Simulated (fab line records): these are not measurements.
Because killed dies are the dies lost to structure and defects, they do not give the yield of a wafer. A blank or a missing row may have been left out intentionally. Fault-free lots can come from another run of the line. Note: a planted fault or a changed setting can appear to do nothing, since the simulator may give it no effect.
fab line records -- flow n5-finfet
[record] lots = 9, wafers = 27, last-day = 19
route steps=1938 shown FIN_SAQP@98 BEOL_M4@1111
lots that met no fault: taken from a fault-free run of the same line
start-h: hours from the record's opening day to when the first of the lot's shown wafers began -- wait-h: time in hours since the lot's previous step -- " the same as in the row above -- L1.1+2: one row covering several wafers at once -- - value missing, or start not given -- * or withheld: withheld -- < > ~ a bound
route shown NAME@n: a module of which the file shows steps, and the number in the route of the first -- usual: mean and standard deviation over wafers with no fault -- same: alike in all rows -- chamber/n: place in a boat -- sites: the reading at each site -- _std_site: standard deviation across them -- _edge_site: mean of outer sites minus mean of inner sites -- radius-mm: for every site, how far away it sits from the centre of the wafer -- mask NAME#n: copy n -- behind: the most recent tool/chamber to have shaped the wafer -- hold: cause of the lot's hold/its duration in hours/its outcome -- device: transistor that didn't switch, given as n, p or np -- end of line: the same wafers' tests at the end of the route -- a step given without rows: its recipe and nothing more -- killed: at the first sort, the dies lost to defects and structure; wafer yield is something else -- map: shows each die of a wafer: x if killed, . if not, _ if none is there
set.NAME: the setting as run; set.NAME@STEP: as run at that earlier step -- model.NAME: the simulator's own value behind a step, which no gauge read
the route's steps for a sample of lots (tables are steps, rows are wafers)
services: from which hour (start-h, from the record's first day; less than 0 if before it) a tool's chamber was out of use, for how many hours, and why
[[steps]]
[step N5_FIN_SAQP_PECVD_47]
[recipe] material = a-Si, target-thk-a = 450, temp-c = 400, precursor = SiH4/He, pressure-torr = 3, rf-w = 100, time-s = 36.3
[usual] heater-power-w = 825/89, showerhead-plenum-p-Torr = 5.69/0.034, throttle-valve-pct = 18.1/0.84
lot.wafer,tool,chamber,start-h,wait-h,heater-power-w,showerhead-plenum-p-Torr,throttle-valve-pct
L963.2,pecvd-03,0,33.92,0.0,698,5.67,18.0
L963.4,pecvd-03,2,33.92,0.0,709,5.65,18.5
L963.6,pecvd-03,1,33.92,0.0,773,5.68,18.3
L965.1,pecvd-01,1,45.67,0.0,755,5.69,18.4
L965.2,pecvd-01,0,45.67,0.0,1035,5.72,18.6
L965.6,pecvd-01,0,45.67,0.0,1031,5.71,18.4
L968.3,pecvd-01,1,63.60,0.0,849,5.68,18.7
L968.5,pecvd-01,2,63.60,0.0,837,5.75,16.1
L968.6,pecvd-01,0,63.60,0.0,904,5.72,18.8
L971.1,pecvd-04,0,81.04,0.0,771,5.66,18.4
L971.4,pecvd-04,2,81.04,0.0,652,5.65,17.1
L971.5,pecvd-04,2,81.04,0.0,661,5.65,17.3
L973.2,pecvd-01,2,94.67,0.0,908,5.73,16.0
L973.5,pecvd-01,0,94.67,0.0,907,5.72,18.7
L973.6,pecvd-01,2,94.67,0.0,939,5.73,16.1
L974.4,pecvd-04,2,100.07,0.1,756,5.67,17.5
L974.5,pecvd-04,0,100.07,0.1,774,5.64,18.1
L974.6,pecvd-04,1,100.07,0.1,810,5.76,18.6
L980.3,pecvd-03,2,134.90,0.0,752,5.66,18.6
L980.4,pecvd-03,2,134.90,0.0,792,5.66,18.6
L980.6,pecvd-03,0,134.90,0.0,815,5.67,18.3
L981.1,pecvd-03,2,141.69,0.0,671,5.65,18.9
L981.2,pecvd-03,1,141.69,0.0,860,5.66,18.3
L981.5,pecvd-03,0,141.69,0.0,756,5.68,18.5
L984.3,pecvd-01,0,159.46,0.0,1068,5.71,18.7
L984.4,pecvd-01,0,159.46,0.0,895,5.73,18.9
L984.5,pecvd-01,1,159.46,0.0,831,5.69,18.3
[step N5_FIN_SAQP_SPACER1_ETCHBACK_25]
[recipe] chemistry = CHF3/O2, mode = anisotropic-etchback, target = SiO2, target-depth-a = 244, time-s = 12.2, pressure-mtorr = 30, source-w = 650, bias-w = 170, Ar_flow_sccm = 200, CHF3_flow_sccm = 50, O2_flow_sccm = 5, ion-energy-ev = 200
[usual] O2_flow_sccm = 4.999/0.013, chamber-pressure-mTorr = 30.002/0.025, drypump-motor-current-A = 5.7/0.43, oes_f_703_au = 0.76/0.065, oes_o_777_au = 0.76/0.066, oes-product-au = 0.76/0.064, rf-vpp-V = 526/10, showerhead-plenum-p-Torr = 2.42/0.091, throttle-valve-pct = 18.90/0.26
lot.wafer,tool,chamber,start-h,wait-h,O2_flow_sccm,chamber-pressure-mTorr,drypump-motor-current-A,oes_f_703_au,oes_o_777_au,oes-product-au,rf-hours-counter-h,rf-vpp-V,showerhead-plenum-p-Torr,throttle-valve-pct
L963.2,rie-diel-04,1,37.31,1.0,4.981,30.008,5.3,0.73,0.76,0.74,166,528,2.52,19.28
L963.4,rie-diel-04,2,37.31,1.0,5.002,30.063,6.1,0.79,0.77,0.77,140,515,2.33,18.75
L963.6,rie-diel-04,0,37.31,1.0,4.974,30.020,5.6,0.84,0.85,0.87,-,507,2.35,18.43
L965.1,rie-diel-02,3,48.48,0.5,4.995,30.009,4.9,0.74,0.72,0.75,168,540,2.39,18.82
L965.2,rie-diel-02,2,48.48,0.5,4.999,29.998,6.4,0.93,0.93,0.93,20,537,2.56,18.73
L965.6,rie-diel-02,3,48.48,0.5,5.011,30.025,4.9,0.74,0.72,0.75,-,540,2.39,18.83
L968.3,rie-diel-04,2,66.51,0.4,5.000,30.002,6.1,0.78,0.77,0.77,150,516,2.32,18.78
L968.5,rie-diel-04,0,66.51,0.4,5.017,29.982,5.6,0.83,0.83,0.85,-,509,2.35,18.45
L968.6,rie-diel-04,1,66.51,0.4,5.004,29.963,5.3,0.72,0.75,0.72,-,528,2.52,19.29
L971.1,rie-diel-04,2,83.69,0.4,4.994,30.018,6.1,0.77,0.76,0.76,157,514,2.32,18.77
L971.4,rie-diel-04,1,83.69,0.4,4.992,30.059,5.3,0.72,0.74,0.73,181,528,2.51,19.32
L971.5,rie-diel-04,2,83.69,0.4,5.004,29.961,6.1,0.77,0.78,0.77,-,516,2.32,18.77
L973.2,rie-diel-04,0,98.91,0.4,5.006,30.007,5.6,0.81,0.81,0.83,55,509,2.34,18.47
L973.5,rie-diel-04,2,98.91,0.4,4.985,30.009,6.1,0.77,0.77,0.76,-,516,2.32,18.77
L973.6,rie-diel-04,3,98.91,0.4,4.996,30.001,5.7,0.72,0.72,0.72,-,525,2.50,19.27
L974.4,rie-diel-04,0,102.77,0.4,4.973,29.986,5.6,0.81,0.81,0.82,56,507,2.34,18.48
L974.5,rie-diel-04,2,102.77,0.4,5.005,29.988,6.1,0.76,0.76,0.76,-,515,2.32,18.77
L974.6,rie-diel-04,3,102.77,0.4,4.987,30.023,5.7,0.72,0.72,0.71,-,527,2.50,19.26
L980.3,rie-diel-04,3,137.73,0.4,5.007,29.980,5.8,0.71,0.71,0.71,198,526,2.49,19.28
L980.4,rie-diel-04,2,137.73,0.4,5.016,30.014,6.1,0.75,0.76,0.75,176,515,2.31,18.81
L980.6,rie-diel-04,3,137.73,0.4,4.995,29.981,5.8,0.71,0.71,0.71,-,525,2.49,19.29
L981.1,rie-diel-05,2,144.57,0.4,5.014,30.032,5.5,0.75,0.77,0.74,183,526,2.48,18.64
L981.2,rie-diel-05,1,144.57,0.4,5.003,29.980,6.5,0.66,0.67,0.67,220,526,2.30,19.16
L981.5,rie-diel-05,3,144.57,0.4,5.001,30.008,6.1,0.77,0.76,0.77,-,527,2.41,18.96
L984.3,rie-diel-04,0,161.94,0.4,5.005,29.991,5.6,0.79,0.78,0.80,76,509,2.34,18.51
L984.4,rie-diel-04,2,161.94,0.4,4.993,29.995,6.0,0.75,0.75,0.75,-,515,2.31,18.82
L984.5,rie-diel-04,3,161.94,0.4,4.986,29.991,5.7,0.71,0.71,0.70,-,524,2.49,19.29
[step N5_FIN_SAQP_ETCH_65]
[recipe] chemistry = CF4, target = SiO2, target-depth-a = 40, ion-energy-ev = 350, time-s = 4.4, pressure-mtorr = 10, icp-w = 800, bias-w = 400, cf4-flow-sccm = 80
[usual] chamber-pressure-mTorr = 9.998/0.0093, drypump-motor-current-A = 5.5/0.41, oes-product-au = 0.998/0.019, rf-fwd-power-W = 789/4.1, throttle-valve-pct = 21.87/0.18
lot.wafer,tool,chamber,start-h,wait-h,chamber-pressure-mTorr,drypump-motor-current-A,oes-product-au,rf-fwd-power-W,rf-hours-counter-h,throttle-valve-pct
L963.2,rie-si-06,1,37.67,0.1,9.994,5.6,0.983,796,0,21.69
L963.4,rie-si-06,3,37.67,0.1,10.008,5.5,1.006,792,196,22.25
L963.6,rie-si-06,1,37.67,0.1,9.996,5.6,0.989,792,-,21.70
L965.1,rie-si-02,0,48.90,0.1,10.015,6.7,1.008,791,43,21.65
L965.2,rie-si-02,2,48.90,0.1,10.004,4.7,1.004,791,3,21.79
L965.6,rie-si-02,1,48.90,0.1,9.998,5.2,0.964,783,-,21.71
L968.3,rie-si-05,0,66.87,0.1,10.011,5.7,0.993,784,87,21.61
L968.5,rie-si-05,2,66.87,0.1,9.997,5.6,1.020,792,-,21.80
L968.6,rie-si-05,3,66.87,0.1,9.988,5.8,1.023,786,-,21.93
L971.1,rie-si-06,3,84.04,0.1,10.005,5.5,1.013,789,197,22.25
L971.4,rie-si-06,2,84.04,0.1,9.987,4.8,1.016,778,22,22.06
L971.5,rie-si-06,1,84.04,0.1,10.017,5.6,0.981,795,-,21.71
L973.2,rie-si-05,3,99.26,0.1,10.015,5.8,1.018,790,100,21.94
L973.5,rie-si-05,1,99.26,0.1,10.016,5.7,0.977,786,-,21.96
L973.6,rie-si-05,2,99.26,0.1,9.992,5.6,1.022,790,-,21.82
L974.4,rie-si-05,3,103.12,0.1,9.988,5.8,1.023,785,100,21.92
L974.5,rie-si-05,0,103.12,0.1,10.000,5.7,0.997,786,-,21.62
L974.6,rie-si-05,1,103.12,0.1,9.993,5.6,0.972,792,-,21.96
L980.3,rie-si-06,0,138.09,0.1,10.015,5.4,0.976,794,36,21.92
L980.4,rie-si-06,1,138.09,0.1,9.983,5.6,0.997,793,2,21.70
L980.6,rie-si-06,0,138.09,0.1,9.997,5.4,0.980,789,-,21.92
L981.1,rie-si-02,1,144.92,0.1,9.994,5.2,0.979,784,46,21.72
L981.2,rie-si-02,2,144.92,0.1,9.996,4.7,1.009,788,5,21.80
L981.5,rie-si-02,1,144.92,0.1,9.999,5.2,0.967,788,-,21.74
L984.3,rie-si-05,0,162.30,0.1,10.009,5.7,0.988,788,89,21.60
L984.4,rie-si-05,2,162.30,0.1,10.006,5.7,1.012,793,19,21.80
L984.5,rie-si-05,0,162.30,0.1,9.991,5.7,0.993,786,-,21.60
[step N5_FIN_SAQP_MANDREL_ETCH_58]
[recipe] chemistry = HBr/Cl2, target = a-Si, target-depth-a = 450, bt-time-s = 10, stop-on = SiNx, mask-material = SiO2, over-etch-frac = 0.8, time-s = 27, pressure-mtorr = 10, icp-w = 800, bias-w = 75, HBr_flow_sccm = 150, Cl2_flow_sccm = 80, ends = end-point
[usual] chamber-pressure-mTorr = 10.000/0.0095, drypump-motor-current-A = 5.5/0.41, oes-product-au = 0.699/0.012, rf-fwd-power-W = 794/3.6, throttle-valve-pct = 35.58/0.21
lot.wafer,tool,chamber,start-h,wait-h,chamber-pressure-mTorr,drypump-motor-current-A,oes-product-au,rf-fwd-power-W,rf-hours-counter-h,throttle-valve-pct
L963.2,rie-si-06,1,37.71,0.0,9.992,5.6,0.697,793,0,35.53
L963.4,rie-si-06,3,37.71,0.0,9.978,5.5,0.722,793,196,35.56
L963.6,rie-si-06,1,37.71,0.0,10.013,5.6,0.695,800,-,35.53
L965.1,rie-si-02,0,48.93,0.0,10.000,6.7,0.703,796,43,35.52
L965.2,rie-si-02,2,48.93,0.0,9.995,4.7,0.707,796,3,35.45
L965.6,rie-si-02,1,48.93,0.0,10.001,5.3,0.693,793,-,35.54
L968.3,rie-si-05,0,66.90,0.0,9.998,5.7,0.697,793,87,35.31
L968.5,rie-si-05,2,66.90,0.0,9.992,5.6,0.713,799,-,35.58
L968.6,rie-si-05,3,66.90,0.0,9.990,5.8,0.720,791,-,35.61
L971.1,rie-si-06,3,84.07,0.0,10.016,5.5,0.704,793,197,35.58
L971.4,rie-si-06,2,84.07,0.0,10.005,4.8,0.701,789,22,36.24
L971.5,rie-si-06,1,84.07,0.0,10.009,5.6,0.699,797,-,35.52
L973.2,rie-si-05,3,99.30,0.0,9.996,5.8,0.713,988,100,35.63
L973.5,rie-si-05,1,99.30,0.0,9.991,5.7,0.685,991,-,35.57
L973.6,rie-si-05,2,99.30,0.0,10.000,5.6,0.719,993,-,35.57
L974.4,rie-si-05,3,103.16,0.0,10.007,5.8,0.706,987,100,35.63
L974.5,rie-si-05,0,103.16,0.0,9.996,5.7,0.692,985,-,35.32
L974.6,rie-si-05,1,103.16,0.0,9.988,5.7,0.686,988,-,35.62
L980.3,rie-si-06,0,138.12,0.0,9.999,5.4,0.698,797,36,35.71
L980.4,rie-si-06,1,138.12,0.0,9.990,5.6,0.690,798,2,35.54
L980.6,rie-si-06,0,138.12,0.0,9.996,5.4,0.689,797,-,35.72
L981.1,rie-si-02,1,144.96,0.0,9.999,5.3,0.688,790,46,35.58
L981.2,rie-si-02,2,144.96,0.0,10.014,4.7,0.692,794,5,35.44
L981.5,rie-si-02,1,144.96,0.0,10.009,5.2,0.688,789,-,35.54
L984.3,rie-si-05,0,162.33,0.0,10.003,5.7,0.682,792,89,35.34
L984.4,rie-si-05,2,162.33,0.0,10.011,5.6,0.709,798,19,35.57
L984.5,rie-si-05,0,162.33,0.0,10.004,5.7,0.699,795,-,35.32
[step N5_BEOL_M4_RC_MEAS_101]
[usual] DIBL_N = 36.6/1.9, DIBL_P = 36.7/2.2, IOFF_N = 0.16/0.035, IOFF_P = 0.22/0.038, ION_N = 672/14, ION_P = 462/8.3, SS_N = 71.6/0.65, SS_P = 73.5/0.72, VT_N = 250/3.5, VT_P = -250/3.1
lot.wafer,tool,chamber,start-h,wait-h,DIBL_N[mV/V],DIBL_P[mV/V],IOFF_N[nA/um],IOFF_P[nA/um],ION_N[uA/um],ION_P[uA/um],SS_N[mV/dec],SS_P[mV/dec],VT_N[mV],VT_P[mV]
L965.1,prober-02,0,207.69,0.0,36.5,36.7,0.15,0.19,653,448,71.6,73.3,254,-258
L965.2,prober-02,0,207.69,0.0,34.4,34.7,0.12,0.16,667,453,71.0,72.7,254,-257
L965.6,prober-02,0,207.69,0.0,33.4,32.6,0.11,0.14,650,442,70.7,71.6,257,-257
L963.2,prober-02,0,218.38,0.2,37.3,37.3,0.16,0.25,690,480,71.2,73.6,248,-247
L963.4,prober-02,0,218.38,0.2,33.2,32.7,0.11,0.18,685,474,70.0,72.5,253,-250
L963.6,prober-02,0,218.38,0.2,34.2,34.5,0.13,0.20,676,477,70.5,72.5,251,-249
L968.3,prober-01,0,237.16,0.3,35.9,35.8,0.14,0.16,675,454,71.9,73.2,254,-256
L968.5,prober-01,0,237.16,0.3,37.0,38.1,0.17,0.21,661,455,71.1,74.0,250,-252
L968.6,prober-01,0,237.16,0.3,38.1,38.4,0.18,0.22,685,465,72.2,74.1,250,-254
L971.1,prober-02,0,257.28,0.0,34.1,33.4,0.13,0.17,650,448,71.7,72.8,254,-253
L971.4,prober-02,0,257.28,0.0,33.8,32.8,0.12,0.16,656,454,71.4,72.9,256,-253
L971.5,prober-02,0,257.28,0.0,33.7,32.6,0.12,0.16,642,439,71.3,72.9,258,-251
L973.2,prober-01,0,257.68,0.2,39.5,38.5,0.20,0.29,661,459,72.1,74.2,248,-245
L973.5,prober-01,0,257.68,0.2,37.5,34.7,0.15,0.22,661,463,71.8,73.3,252,-248
L973.6,prober-01,0,257.68,0.2,37.6,36.5,0.17,0.26,675,468,72.5,73.5,250,-248
L974.4,prober-01,0,272.38,0.5,35.6,35.4,0.14,0.19,651,451,71.8,73.1,251,-250
L974.5,prober-01,0,272.38,0.5,33.5,33.1,0.11,0.16,657,459,70.9,72.8,254,-254
L974.6,prober-01,0,272.38,0.5,35.4,34.8,0.14,0.18,666,452,71.6,73.2,253,-251
L980.3,prober-02,0,297.27,0.3,40.8,42.0,0.26,0.32,692,467,72.9,74.4,245,-245
L980.4,prober-02,0,297.27,0.3,35.1,35.6,0.14,0.21,663,457,71.1,73.1,251,-249
L980.6,prober-02,0,297.27,0.3,36.6,36.8,0.16,0.21,676,462,71.7,73.4,250,-251
L981.1,prober-01,0,319.10,0.0,37.4,38.4,0.16,0.22,678,468,71.0,74.4,251,-249
L981.2,prober-01,0,319.10,0.0,37.4,38.9,0.17,0.25,667,455,71.4,73.9,253,-247
L981.5,prober-01,0,319.10,0.0,38.9,38.7,0.18,0.24,654,452,72.4,74.9,254,-249
L984.3,prober-01,0,328.16,0.3,37.0,38.4,0.17,0.22,674,467,71.4,73.3,251,-250
L984.4,prober-01,0,328.16,0.3,36.8,38.0,0.17,0.24,676,459,72.2,74.1,248,-248
L984.5,prober-01,0,328.16,0.3,38.7,39.6,0.20,0.26,694,470,72.2,73.6,249,-248
[[services]]
tool,chamber,start-h,hours,kind
rie-diel-05,2,15.87,9.6,repair
rie-si-06,1,15.87,-,clean
rie-si-06,1,15.87,-,consumable-replace:focus-ring
rie-si-06,1,15.87,15.2,scheduled-down
rie-diel-02,-,25.16,2.9,repair
rie-si-05,3,29.13,3.5,repair
rie-diel-02,-,30.50,0.2,repair
rie-diel-02,1,38.04,19.6,repair
rie-si-05,3,40.95,5.0,repair
rie-diel-05,3,48.03,14.3,repair
pecvd-01,-,56.99,1.0,repair
rie-diel-02,1,58.16,9.7,repair
rie-diel-05,-,70.86,2.8,pm
pecvd-04,1,76.11,6.6,repair
rie-si-05,0,81.46,14.0,repair
rie-si-02,-,88.10,14.6,pm
rie-si-06,2,89.55,7.2,repair
rie-si-06,2,96.79,15.0,repair
rie-diel-05,-,117.75,0.6,repair
pecvd-01,0,118.56,17.8,repair
rie-diel-05,-,126.84,0.3,repair
pecvd-04,-,144.71,2.8,pm
rie-diel-04,0,146.11,2.5,repair
rie-si-05,1,148.20,7.9,repair
[[key]]
[first-sign] step = N5_FIN_SAQP_MANDREL_ETCH_58, reading = rf-fwd-power-W, direction = up, sigmas = 55, usual = *, struck = *
effect none on later readings
met-at N5_FIN_SAQP_MANDREL_ETCH_58
struck-lots L973,L974
not-acting-at N5_FIN_SAQP_PECVD_47,N5_FIN_SAQP_SPACER1_ETCHBACK_25,N5_FIN_SAQP_ETCH_65
onset-between 66.90 99.30
[fault] kind = process-parameter-drift, tool = rie-si-05, chamber = -, onset-h = 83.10, steps = N5_FIN_SAQP_MANDREL_ETCH_58, channel = icp-w, offset = 192, shape = step, end-h = 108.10, acts-in = these-recipes-only, stated = 800
